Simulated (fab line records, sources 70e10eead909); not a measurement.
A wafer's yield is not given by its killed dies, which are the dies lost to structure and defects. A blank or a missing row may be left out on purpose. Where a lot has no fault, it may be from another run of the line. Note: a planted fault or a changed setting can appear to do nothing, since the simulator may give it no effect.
fab line records / flow nandHarc
[record] lots = 14 wafers = 42 lastDay = 25
route steps=1159 shown P_BONDPAD@374 A_ZERO_WELL@401 A_ONON_D1@424 END@1159
lots untouched by any fault: they come from a run of this same line in which no faults occurred
startH: start of the lot's first displayed wafer, in hours after the record's first day / waitH: hours elapsed since this lot's preceding step / " same as the row above / L1.1+2: a single row standing in for several wafers / - no value, or no start given / * or withheld: withheld / < > ~ a bound
route shown NAME@n: a module of which the file shows steps, and the number in the route of the first / usual: mean/standard deviation of fault-free wafers / same: alike in all rows / chamber/n: place in a boat / sites: each site's reading / _std_site: the standard deviation of these / _edge_site: outer sites' mean less inner sites' / radiusMm: how far each site lies from the wafer's centre / mask NAME#n: copy n / behind: tool/chamber where the wafer was last shaped / hold: what put the lot on hold/how long, in hours/how the hold closed / device: which transistor (n, p or np) failed to switch / end of line: at the end of the route, the tests of the same wafers / a step with no rows: only its recipe / killed: dies that structure and defects cost at the first sort, which is not the same as the wafer's yield / map: the dies of a wafer, with x for killed, . for not killed, _ for no die there
set.NAME: setting as actually run; set.NAME@STEP: the setting as run at that earlier step / model.NAME: the simulator's own value behind a step, which no gauge read
the route's steps for a sample of lots (tables are steps, rows are wafers)
services: a tool's chamber out of use, with start hour (startH, from the record's first day; less than 0 if before it), hours out, and reason
[[steps]]
[step NHARC_P_BONDPAD_DEGAS_25]
[recipe] tempC = 300 timeS = 60
[usual] heaterPowerW = 468/57
lot.wafer=L242.3 tool=pvdSputter-03 chamber=- startH=139.68 waitH=- heaterPowerW=417
lot.wafer=L242.6 tool=pvdSputter-03 chamber=- startH=139.68 waitH=- heaterPowerW=436
lot.wafer=L242.5 tool=pvdSputter-03 chamber=- startH=139.68 waitH=- heaterPowerW=536
lot.wafer=L241.4 tool=pvdSputter-03 chamber=- startH=141.24 waitH=- heaterPowerW=533
lot.wafer=L241.5 tool=pvdSputter-03 chamber=- startH=141.24 waitH=- heaterPowerW=525
lot.wafer=L241.6 tool=pvdSputter-03 chamber=- startH=141.24 waitH=- heaterPowerW=416
lot.wafer=L245.2 tool=pvdSputter-01 chamber=- startH=150.63 waitH=- heaterPowerW=550
lot.wafer=L245.5 tool=pvdSputter-01 chamber=- startH=150.63 waitH=- heaterPowerW=372
lot.wafer=L245.6 tool=pvdSputter-01 chamber=- startH=150.63 waitH=- heaterPowerW=558
lot.wafer=L246.1 tool=pvdSputter-03 chamber=- startH=161.20 waitH=- heaterPowerW=529
lot.wafer=L246.2 tool=pvdSputter-03 chamber=- startH=161.20 waitH=- heaterPowerW=411
lot.wafer=L246.6 tool=pvdSputter-03 chamber=- startH=161.20 waitH=- heaterPowerW=519
lot.wafer=L248.3 tool=pvdSputter-02 chamber=- startH=169.91 waitH=- heaterPowerW=570
lot.wafer=L248.4 tool=pvdSputter-02 chamber=- startH=169.91 waitH=- heaterPowerW=439
lot.wafer=L248.6 tool=pvdSputter-02 chamber=- startH=169.91 waitH=- heaterPowerW=459
lot.wafer=L254.4 tool=pvdSputter-03 chamber=- startH=209.79 waitH=- heaterPowerW=411
lot.wafer=L254.5 tool=pvdSputter-03 chamber=- startH=209.79 waitH=- heaterPowerW=399
lot.wafer=L254.6 tool=pvdSputter-03 chamber=- startH=209.79 waitH=- heaterPowerW=429
lot.wafer=L256.1 tool=pvdSputter-02 chamber=- startH=232.24 waitH=- heaterPowerW=575
lot.wafer=L256.3 tool=pvdSputter-02 chamber=- startH=232.24 waitH=- heaterPowerW=467
lot.wafer=L256.6 tool=pvdSputter-02 chamber=- startH=232.24 waitH=- heaterPowerW=469
lot.wafer=L258.2 tool=pvdSputter-01 chamber=- startH=233.03 waitH=- heaterPowerW=366
lot.wafer=L258.4 tool=pvdSputter-01 chamber=- startH=233.03 waitH=- heaterPowerW=484
lot.wafer=L258.6 tool=pvdSputter-01 chamber=- startH=233.03 waitH=- heaterPowerW=406
lot.wafer=L260.3 tool=pvdSputter-01 chamber=- startH=241.07 waitH=- heaterPowerW=544
lot.wafer=L260.2 tool=pvdSputter-01 chamber=- startH=241.07 waitH=- heaterPowerW=484
lot.wafer=L260.1 tool=pvdSputter-01 chamber=- startH=241.07 waitH=- heaterPowerW=411
lot.wafer=L259.3 tool=pvdSputter-03 chamber=- startH=241.20 waitH=- heaterPowerW=432
lot.wafer=L259.2 tool=pvdSputter-03 chamber=- startH=241.20 waitH=- heaterPowerW=536
lot.wafer=L259.6 tool=pvdSputter-03 chamber=- startH=241.20 waitH=- heaterPowerW=417
lot.wafer=L261.1 tool=pvdSputter-03 chamber=- startH=248.21 waitH=- heaterPowerW=432
lot.wafer=L261.4 tool=pvdSputter-03 chamber=- startH=248.21 waitH=- heaterPowerW=526
lot.wafer=L261.6 tool=pvdSputter-03 chamber=- startH=248.21 waitH=- heaterPowerW=415
lot.wafer=L262.2 tool=pvdSputter-03 chamber=- startH=253.00 waitH=- heaterPowerW=441
lot.wafer=L262.4 tool=pvdSputter-03 chamber=- startH=253.00 waitH=- heaterPowerW=529
lot.wafer=L262.6 tool=pvdSputter-03 chamber=- startH=253.00 waitH=- heaterPowerW=522
lot.wafer=L263.2 tool=pvdSputter-03 chamber=- startH=262.93 waitH=- heaterPowerW=530
lot.wafer=L263.3 tool=pvdSputter-03 chamber=- startH=262.93 waitH=- heaterPowerW=518
lot.wafer=L263.5 tool=pvdSputter-03 chamber=- startH=262.93 waitH=- heaterPowerW=434
lot.wafer=L264.1 tool=pvdSputter-03 chamber=- startH=266.93 waitH=- heaterPowerW=427
lot.wafer=L264.2 tool=pvdSputter-03 chamber=- startH=266.93 waitH=- heaterPowerW=513
lot.wafer=L264.6 tool=pvdSputter-03 chamber=- startH=266.93 waitH=- heaterPowerW=412
[step NHARC_P_BONDPAD_ANNEAL_28]
[recipe] tempC = 225 timeS = 90
[usual] wafer_temp_C_max = 226.4/0.38
lot.wafer=L242.3 tool=rtpAnneal-01 chamber=0 startH=140.53 waitH=0.3 wafer_temp_C_max=226.4
lot.wafer=L242.5 tool=rtpAnneal-01 chamber=0 startH=140.53 waitH=0.3 wafer_temp_C_max=226.3
lot.wafer=L242.6 tool=rtpAnneal-01 chamber=0 startH=140.53 waitH=0.3 wafer_temp_C_max=226.5
lot.wafer=L241.4 tool=rtpAnneal-02 chamber=0 startH=142.18 waitH=- wafer_temp_C_max=226.8
lot.wafer=L241.5 tool=rtpAnneal-02 chamber=0 startH=142.18 waitH=- wafer_temp_C_max=226.4
lot.wafer=L241.6 tool=rtpAnneal-02 chamber=0 startH=142.18 waitH=- wafer_temp_C_max=226.8
lot.wafer=L245.2 tool=rtpAnneal-02 chamber=0 startH=151.50 waitH=0.5 wafer_temp_C_max=226.6
lot.wafer=L245.5 tool=rtpAnneal-02 chamber=0 startH=151.50 waitH=0.5 wafer_temp_C_max=226.5
lot.wafer=L245.6 tool=rtpAnneal-02 chamber=0 startH=151.50 waitH=0.5 wafer_temp_C_max=227.2
lot.wafer=L246.1 tool=rtpAnneal-02 chamber=0 startH=161.94 waitH=0.3 wafer_temp_C_max=226.6
lot.wafer=L246.2 tool=rtpAnneal-02 chamber=0 startH=161.94 waitH=0.3 wafer_temp_C_max=226.2
lot.wafer=L246.6 tool=rtpAnneal-02 chamber=0 startH=161.94 waitH=0.3 wafer_temp_C_max=226.4
lot.wafer=L248.3 tool=rtpAnneal-02 chamber=0 startH=170.74 waitH=- wafer_temp_C_max=226.6
lot.wafer=L248.4 tool=rtpAnneal-02 chamber=0 startH=170.74 waitH=- wafer_temp_C_max=226.9
lot.wafer=L248.6 tool=rtpAnneal-02 chamber=0 startH=170.74 waitH=- wafer_temp_C_max=226.5
lot.wafer=L254.4 tool=rtpAnneal-02 chamber=0 startH=210.69 waitH=0.3 wafer_temp_C_max=226.8
lot.wafer=L254.5 tool=rtpAnneal-02 chamber=0 startH=210.69 waitH=0.3 wafer_temp_C_max=226.4
lot.wafer=L254.6 tool=rtpAnneal-02 chamber=0 startH=210.69 waitH=0.3 wafer_temp_C_max=226.7
lot.wafer=L256.1 tool=rtpAnneal-02 chamber=0 startH=232.98 waitH=0.3 wafer_temp_C_max=226.2
lot.wafer=L256.3 tool=rtpAnneal-02 chamber=0 startH=232.98 waitH=0.3 wafer_temp_C_max=226.8
lot.wafer=L256.6 tool=rtpAnneal-02 chamber=0 startH=232.98 waitH=0.3 wafer_temp_C_max=227.1
lot.wafer=L258.2 tool=rtpAnneal-01 chamber=0 startH=233.82 waitH=- wafer_temp_C_max=225.9
lot.wafer=L258.4 tool=rtpAnneal-01 chamber=0 startH=233.82 waitH=- wafer_temp_C_max=226.0
lot.wafer=L258.6 tool=rtpAnneal-01 chamber=0 startH=233.82 waitH=- wafer_temp_C_max=226.0
lot.wafer=L260.1 tool=rtpAnneal-01 chamber=0 startH=241.80 waitH=0.3 wafer_temp_C_max=225.9
lot.wafer=L260.2 tool=rtpAnneal-01 chamber=0 startH=241.80 waitH=0.3 wafer_temp_C_max=226.1
lot.wafer=L260.3 tool=rtpAnneal-01 chamber=0 startH=241.80 waitH=0.3 wafer_temp_C_max=226.1
lot.wafer=L259.2 tool=rtpAnneal-02 chamber=0 startH=242.13 waitH=- wafer_temp_C_max=226.8
lot.wafer=L259.3 tool=rtpAnneal-02 chamber=0 startH=242.13 waitH=- wafer_temp_C_max=226.7
lot.wafer=L259.6 tool=rtpAnneal-02 chamber=0 startH=242.13 waitH=- wafer_temp_C_max=226.5
lot.wafer=L261.1 tool=rtpAnneal-02 chamber=0 startH=248.93 waitH=- wafer_temp_C_max=226.3
lot.wafer=L261.4 tool=rtpAnneal-02 chamber=0 startH=248.93 waitH=- wafer_temp_C_max=226.8
lot.wafer=L261.6 tool=rtpAnneal-02 chamber=0 startH=248.93 waitH=- wafer_temp_C_max=226.6
lot.wafer=L262.2 tool=rtpAnneal-02 chamber=0 startH=253.92 waitH=- wafer_temp_C_max=226.5
lot.wafer=L262.4 tool=rtpAnneal-02 chamber=0 startH=253.92 waitH=- wafer_temp_C_max=227.1
lot.wafer=L262.6 tool=rtpAnneal-02 chamber=0 startH=253.92 waitH=- wafer_temp_C_max=226.3
lot.wafer=L263.2 tool=rtpAnneal-01 chamber=0 startH=263.71 waitH=- wafer_temp_C_max=226.1
lot.wafer=L263.3 tool=rtpAnneal-01 chamber=0 startH=263.71 waitH=- wafer_temp_C_max=226.1
lot.wafer=L263.5 tool=rtpAnneal-01 chamber=0 startH=263.71 waitH=- wafer_temp_C_max=226.2
lot.wafer=L264.1 tool=rtpAnneal-02 chamber=0 startH=267.70 waitH=0.4 wafer_temp_C_max=227.1
lot.wafer=L264.2 tool=rtpAnneal-02 chamber=0 startH=267.70 waitH=0.4 wafer_temp_C_max=226.5
lot.wafer=L264.6 tool=rtpAnneal-02 chamber=0 startH=267.70 waitH=0.4 wafer_temp_C_max=226.5
[step NHARC_A_ZERO_WELL_CD_MEAS_10]
[recipe] targetCdNm = 2000 landingEnergyEv = 500
[usual] cdNm = 2000.7/1.3
lot.wafer=L242.3 tool=cdSem-03 chamber=0 startH=142.63 waitH=- cdNm=1998.9
lot.wafer=L242.5 tool=cdSem-03 chamber=0 startH=142.63 waitH=- cdNm=1999.1
lot.wafer=L242.6 tool=cdSem-03 chamber=0 startH=142.63 waitH=- cdNm=1997.8
lot.wafer=L241.4 tool=cdSem-01 chamber=0 startH=144.24 waitH=- cdNm=2000.4
lot.wafer=L241.5 tool=cdSem-01 chamber=0 startH=144.24 waitH=- cdNm=2002.2
lot.wafer=L241.6 tool=cdSem-01 chamber=0 startH=144.24 waitH=- cdNm=2002.9
lot.wafer=L245.2 tool=cdSem-03 chamber=0 startH=153.70 waitH=- cdNm=2002.5
lot.wafer=L245.5 tool=cdSem-03 chamber=0 startH=153.70 waitH=- cdNm=2000.6
lot.wafer=L245.6 tool=cdSem-03 chamber=0 startH=153.70 waitH=- cdNm=2002.2
lot.wafer=L246.1 tool=cdSem-01 chamber=0 startH=164.24 waitH=- cdNm=1999.3
lot.wafer=L246.2 tool=cdSem-01 chamber=0 startH=164.24 waitH=- cdNm=1999.6
lot.wafer=L246.6 tool=cdSem-01 chamber=0 startH=164.24 waitH=- cdNm=2000.3
lot.wafer=L248.3 tool=cdSem-02 chamber=0 startH=172.85 waitH=- cdNm=2002.5
lot.wafer=L248.4 tool=cdSem-02 chamber=0 startH=172.85 waitH=- cdNm=2000.6
lot.wafer=L248.6 tool=cdSem-02 chamber=0 startH=172.85 waitH=- cdNm=2000.1
lot.wafer=L254.4 tool=cdSem-02 chamber=0 startH=212.75 waitH=- cdNm=2000.5
lot.wafer=L254.5 tool=cdSem-02 chamber=0 startH=212.75 waitH=- cdNm=2001.9
lot.wafer=L254.6 tool=cdSem-02 chamber=0 startH=212.75 waitH=- cdNm=2000.2
lot.wafer=L256.1 tool=cdSem-03 chamber=0 startH=235.16 waitH=- cdNm=2001.1
lot.wafer=L256.3 tool=cdSem-03 chamber=0 startH=235.16 waitH=- cdNm=2001.0
lot.wafer=L256.6 tool=cdSem-03 chamber=0 startH=235.16 waitH=- cdNm=2000.0
lot.wafer=L258.2 tool=cdSem-02 chamber=0 startH=236.06 waitH=- cdNm=1999.5
lot.wafer=L258.4 tool=cdSem-02 chamber=0 startH=236.06 waitH=- cdNm=1998.8
lot.wafer=L258.6 tool=cdSem-02 chamber=0 startH=236.06 waitH=- cdNm=1998.6
lot.wafer=L260.1 tool=cdSem-02 chamber=0 startH=244.00 waitH=- cdNm=1999.3
lot.wafer=L260.2 tool=cdSem-02 chamber=0 startH=244.00 waitH=- cdNm=2000.0
lot.wafer=L260.3 tool=cdSem-02 chamber=0 startH=244.00 waitH=- cdNm=1999.6
lot.wafer=L259.2 tool=cdSem-03 chamber=0 startH=244.31 waitH=- cdNm=2000.6
lot.wafer=L259.3 tool=cdSem-03 chamber=0 startH=244.31 waitH=- cdNm=2000.4
lot.wafer=L259.6 tool=cdSem-03 chamber=0 startH=244.31 waitH=- cdNm=2001.3
lot.wafer=L261.1 tool=cdSem-03 chamber=0 startH=251.15 waitH=- cdNm=2001.3
lot.wafer=L261.4 tool=cdSem-03 chamber=0 startH=251.15 waitH=- cdNm=2000.1
lot.wafer=L261.6 tool=cdSem-03 chamber=0 startH=251.15 waitH=- cdNm=2001.3
lot.wafer=L262.2 tool=cdSem-02 chamber=0 startH=256.08 waitH=- cdNm=2001.6
lot.wafer=L262.4 tool=cdSem-02 chamber=0 startH=256.08 waitH=- cdNm=2002.8
lot.wafer=L262.6 tool=cdSem-02 chamber=0 startH=256.08 waitH=- cdNm=2001.2
lot.wafer=L263.2 tool=cdSem-01 chamber=0 startH=265.74 waitH=- cdNm=2000.5
lot.wafer=L263.3 tool=cdSem-01 chamber=0 startH=265.74 waitH=- cdNm=2000.2
lot.wafer=L263.5 tool=cdSem-01 chamber=0 startH=265.74 waitH=- cdNm=2001.6
lot.wafer=L264.1 tool=cdSem-01 chamber=0 startH=269.91 waitH=- cdNm=2000.5
lot.wafer=L264.2 tool=cdSem-01 chamber=0 startH=269.91 waitH=- cdNm=1999.7
lot.wafer=L264.6 tool=cdSem-01 chamber=0 startH=269.91 waitH=- cdNm=1999.3
[step NHARC_A_ONON_D1_DEP_00]
[recipe] targetThkA = 10000 n2FlowSccm = 2750 n2oFlowSccm = 2000 nh3FlowSccm = 500 sih4FlowSccm = 210 tempC = 400
lot.wafer=L242.3+5+6 tool=pecvdOnon-04 chamber=0 startH=164.58 waitH=0.2
lot.wafer=L241.4+5+6 tool=pecvdOnon-02 chamber=0 startH=164.64 waitH=0.2
lot.wafer=L245.2+5+6 tool=pecvdOnon-02 chamber=0 startH=178.94 waitH=0.1
lot.wafer=L246.1+2+6 tool=pecvdOnon-04 chamber=0 startH=186.53 waitH=0.1
lot.wafer=L248.3+4+6 tool=pecvdOnon-04 chamber=0 startH=194.26 waitH=0.2
lot.wafer=L254.4+5+6 tool=pecvdOnon-02 chamber=0 startH=236.85 waitH=0.2
lot.wafer=L256.1+3+6 tool=pecvdOnon-01 chamber=0 startH=257.20 waitH=0.1
lot.wafer=L258.2+4+6 tool=pecvdOnon-02 chamber=0 startH=257.28 waitH=0.1
lot.wafer=L260.1+2+3 tool=pecvdOnon-04 chamber=0 startH=265.56 waitH=0.1
lot.wafer=L259.2+3+6 tool=pecvdOnon-02 chamber=0 startH=265.62 waitH=0.1
lot.wafer=L261.1+4+6 tool=pecvdOnon-04 chamber=0 startH=275.07 waitH=0.1
lot.wafer=L262.2+4+6 tool=pecvdOnon-02 chamber=0 startH=275.35 waitH=0.3
lot.wafer=L263.2+3+5 tool=pecvdOnon-04 chamber=0 startH=287.10 waitH=0.1
lot.wafer=L264.1+2+6 tool=pecvdOnon-04 chamber=0 startH=292.18 waitH=0.1
[step NHARC_A_ONON_D1_THK_MEAS_02]
[recipe] thkMeasGauge = ellipsometry
[usual] thkNm = 1003/9.6
lot.wafer=L241.4 tool=filmMetro-01 chamber=- startH=164.97 waitH=- thkNm=1012
lot.wafer=L241.5 tool=filmMetro-01 chamber=- startH=164.97 waitH=- thkNm=1012
lot.wafer=L241.6 tool=filmMetro-01 chamber=- startH=164.97 waitH=- thkNm=1013
lot.wafer=L242.3 tool=filmMetro-02 chamber=- startH=164.97 waitH=- thkNm=1002
lot.wafer=L242.5 tool=filmMetro-02 chamber=- startH=164.97 waitH=- thkNm=1003
lot.wafer=L242.6 tool=filmMetro-02 chamber=- startH=164.97 waitH=- thkNm=1001
lot.wafer=L245.2 tool=filmMetro-02 chamber=- startH=179.39 waitH=- thkNm=1004
lot.wafer=L245.5 tool=filmMetro-02 chamber=- startH=179.39 waitH=- thkNm=1005
lot.wafer=L245.6 tool=filmMetro-02 chamber=- startH=179.39 waitH=- thkNm=1005
lot.wafer=L246.1 tool=filmMetro-02 chamber=- startH=187.04 waitH=- thkNm=996
lot.wafer=L246.2 tool=filmMetro-02 chamber=- startH=187.04 waitH=- thkNm=1561
lot.wafer=L246.6 tool=filmMetro-02 chamber=- startH=187.04 waitH=- thkNm=994
lot.wafer=L248.3 tool=filmMetro-02 chamber=- startH=194.66 waitH=- thkNm=1008
lot.wafer=L248.4 tool=filmMetro-02 chamber=- startH=194.66 waitH=- thkNm=1572
lot.wafer=L248.6 tool=filmMetro-02 chamber=- startH=194.66 waitH=- thkNm=1011
lot.wafer=L254.4 tool=filmMetro-02 chamber=- startH=237.18 waitH=- thkNm=997
lot.wafer=L254.5 tool=filmMetro-02 chamber=- startH=237.18 waitH=- thkNm=995
lot.wafer=L254.6 tool=filmMetro-02 chamber=- startH=237.18 waitH=- thkNm=995
lot.wafer=L256.1 tool=filmMetro-01 chamber=- startH=257.71 waitH=- thkNm=1008
lot.wafer=L256.3 tool=filmMetro-01 chamber=- startH=257.71 waitH=- thkNm=1006
lot.wafer=L256.6 tool=filmMetro-01 chamber=- startH=257.71 waitH=- thkNm=1007
lot.wafer=L258.2 tool=filmMetro-02 chamber=- startH=257.73 waitH=- thkNm=996
lot.wafer=L258.4 tool=filmMetro-02 chamber=- startH=257.73 waitH=- thkNm=993
lot.wafer=L258.6 tool=filmMetro-02 chamber=- startH=257.73 waitH=- thkNm=995
lot.wafer=L260.1 tool=filmMetro-01 chamber=- startH=266.07 waitH=- thkNm=1012
lot.wafer=L260.2 tool=filmMetro-01 chamber=- startH=266.07 waitH=- thkNm=1011
lot.wafer=L260.3 tool=filmMetro-01 chamber=- startH=266.07 waitH=- thkNm=1012
lot.wafer=L259.2 tool=filmMetro-02 chamber=- startH=266.07 waitH=- thkNm=1007
lot.wafer=L259.3 tool=filmMetro-02 chamber=- startH=266.07 waitH=- thkNm=1008
lot.wafer=L259.6 tool=filmMetro-02 chamber=- startH=266.07 waitH=- thkNm=1008
lot.wafer=L261.1 tool=filmMetro-02 chamber=- startH=275.58 waitH=- thkNm=1007
lot.wafer=L261.4 tool=filmMetro-02 chamber=- startH=275.58 waitH=- thkNm=1006
lot.wafer=L261.6 tool=filmMetro-02 chamber=- startH=275.58 waitH=- thkNm=1008
lot.wafer=L262.2 tool=filmMetro-02 chamber=- startH=275.80 waitH=- thkNm=1003
lot.wafer=L262.4 tool=filmMetro-02 chamber=- startH=275.80 waitH=- thkNm=1002
lot.wafer=L262.6 tool=filmMetro-02 chamber=- startH=275.80 waitH=- thkNm=1004
lot.wafer=L263.2 tool=filmMetro-02 chamber=- startH=287.55 waitH=- thkNm=1020
lot.wafer=L263.3 tool=filmMetro-02 chamber=- startH=287.55 waitH=- thkNm=1020
lot.wafer=L263.5 tool=filmMetro-02 chamber=- startH=287.55 waitH=- thkNm=1020
lot.wafer=L264.1 tool=filmMetro-02 chamber=- startH=292.69 waitH=- thkNm=995
lot.wafer=L264.2 tool=filmMetro-02 chamber=- startH=292.69 waitH=- thkNm=996
lot.wafer=L264.6 tool=filmMetro-02 chamber=- startH=292.69 waitH=- thkNm=996
[step NHARC_END_SORT_01]
[recipe] tempC = 25
[usual] killedAtArray = 25/9.8 killedAtOther = 0.8/1.1 killedAtPeriphery = 3.3/2.1 killedDies = 29/10 killedOpen = 3.3/1.8 killedShort = 1.9/1.4
[same] grossDies = 677
lot.wafer=L246.1 tool=prober-01 chamber=0 startH=475.70 waitH=2.5 killedAtArray=40 killedAtOther=2 killedAtPeriphery=2 killedDies=44 killedOpen=3 killedShort=2
lot.wafer=L246.2 tool=prober-01 chamber=0 startH=476.51 waitH=2.8 killedAtArray=670 killedAtOther=1 killedAtPeriphery=6 killedDies=677 killedOpen=5 killedShort=2
lot.wafer=L246.6 tool=prober-01 chamber=0 startH=479.74 waitH=4.0 killedAtArray=25 killedAtOther=4 killedAtPeriphery=5 killedDies=34 killedOpen=2 killedShort=2
lot.wafer=L248.3 tool=prober-01 chamber=0 startH=485.13 waitH=3.1 killedAtArray=20 killedAtOther=0 killedAtPeriphery=5 killedDies=25 killedOpen=3 killedShort=6
lot.wafer=L248.4 tool=prober-01 chamber=0 startH=485.93 waitH=3.4 killedAtArray=674 killedAtOther=0 killedAtPeriphery=3 killedDies=677 killedOpen=3 killedShort=0
lot.wafer=L248.6 tool=prober-01 chamber=0 startH=487.52 waitH=4.0 killedAtArray=15 killedAtOther=1 killedAtPeriphery=1 killedDies=17 killedOpen=3 killedShort=4
// killed by level:class
L246.1 A_CHANNEL_HOLE_D1:chamberFilmFlake=18 A_STAIRCASE:chamberFilmFlake=6 A_CONTACT:chamberFilmFlake=6 A_ZERO_WELL:chamberFilmFlake=4 P_GATE:geometricParticle:open=1 A_ONON_D1:geometricParticle:short=1 A_CHANNEL_HOLE_D1:geometricParticle:open=1 A_WL_FILL:geometricParticle:short=1
L246.2 A_ONON_D1:areaDep=638 A_CHANNEL_HOLE_D1:chamberFilmFlake=11 A_CONTACT:chamberFilmFlake=8 A_STAIRCASE:chamberFilmFlake=5 A_SGD_CUT:chamberFilmFlake=2 P_CONTACT:geometricParticle:open=1 P_M0:geometricParticle:open=1 A_CHANNEL_FILL_D1:geometricParticle:open=1
L246.6 A_CHANNEL_HOLE_D1:chamberFilmFlake=9 P_ZERO_WELL:chamberFilmFlake=4 A_STAIRCASE:chamberFilmFlake=4 HYBRID_BOND:chamberFilmFlake=3 A_CHANNEL_FILL_D1:chamberFilmFlake=2 A_SGD_CUT:chamberFilmFlake=2 A_SLIT:chamberFilmFlake=2 A_CONTACT:chamberFilmFlake=2
L248.3 A_CHANNEL_HOLE_D1:chamberFilmFlake=10 A_WL_FILL:geometricParticle:short=3 A_ONON_D1:geometricParticle:short=2 P_ZERO_WELL:chamberFilmFlake=2 A_CONTACT:chamberFilmFlake=2 P_STI:geometricParticle:open=1 P_M0:geometricParticle:short=1 A_WL_FILL:geometricParticle:open=1
L248.4 A_ONON_D1:areaDep=659 A_CHANNEL_HOLE_D1:chamberFilmFlake=8 P_ZERO_WELL:chamberFilmFlake=3 A_STAIRCASE:chamberFilmFlake=2 A_ONON_D1:geometricParticle:open=1 A_CONTACT:geometricParticle:open=1 A_BLC:geometricParticle:open=1 A_WL_FILL:chamberFilmFlake=1
L248.6 A_CHANNEL_HOLE_D1:chamberFilmFlake=6 A_CONTACT:chamberFilmFlake=2 P_M1:geometricParticle:short=1 A_SOURCE_PLATE:geometricParticle:short=1 A_CHANNEL_FILL_D1:geometricParticle:open=1 A_WL_FILL:geometricParticle:open=1 A_WL_FILL:geometricParticle:short=1 A_M0:geometricParticle:short=1
[[services]]
tool=pvdSputter-03 chamber=- startH=149.10 hours=1.8 kind=repair
tool=pvdSputter-03 chamber=- startH=157.13 hours=3.6 kind=repair
tool=pvdSputter-01 chamber=- startH=161.99 hours=10.0 kind=pm
tool=pecvdOnon-01 chamber=- startH=195.04 hours=13.0 kind=pm
tool=pvdSputter-02 chamber=- startH=214.06 hours=10.0 kind=pm
tool=pvdSputter-03 chamber=- startH=221.23 hours=11.6 kind=repair
tool=pecvdOnon-04 chamber=- startH=237.37 hours=13.0 kind=pm
tool=pvdSputter-03 chamber=- startH=269.54 hours=1.8 kind=repair
tool=pvdSputter-01 chamber=- startH=272.98 hours=0.5 kind=repair
tool=pvdSputter-03 chamber=- startH=280.02 hours=10.0 kind=pm
tool=pecvdOnon-02 chamber=- startH=292.00 hours=13.0 kind=pm
[[key]]
[firstSign] step = NHARC_A_ONON_D1_THK_MEAS_02 reading = thkNm direction = up sigmas = 59 usual = 1003 struck = 1567
[effect] step = NHARC_END_SORT_01 reading = killedAtArray direction = up sigmas = 66 usual = 25 struck = 672
[moreKillsBornAt] NHARC_A_ONON_D1_DEP_00@pecvdOnon-04 = 1297
metAt NHARC_A_ONON_D1_DEP_00
struckLots L246,L248
struckWafers L246.2,L248.4
laterRowsLeftOut L246.2,L248.4
testerLeftOut L246,L248
notActingAt NHARC_P_BONDPAD_DEGAS_25,NHARC_P_BONDPAD_ANNEAL_28,NHARC_A_ZERO_WELL_CD_MEAS_10
onsetBetween 164.58 186.53
[fault] kind = processParameterDrift tool = pecvdOnon-04 chamber = - onsetH = 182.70 steps = NHARC_A_ONON_D1_DEP_00 channel = targetThkA offset = * shape = step endH = 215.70 scope = struckWafersOnly actsIn = * stated = *
// testerLeftOut: of these lots the tester's yield and bins aren't shown, on N5 and GAA mostly nor the transistor test; their killed dies are dies lost to structure and defects alone, not to doping, threshold or leakage, so they don't give the yield
// laterRowsLeftOut: the simulator's readings of these wafers behind a module that went badly wrong aren't trusted and aren't shown, but for the sort
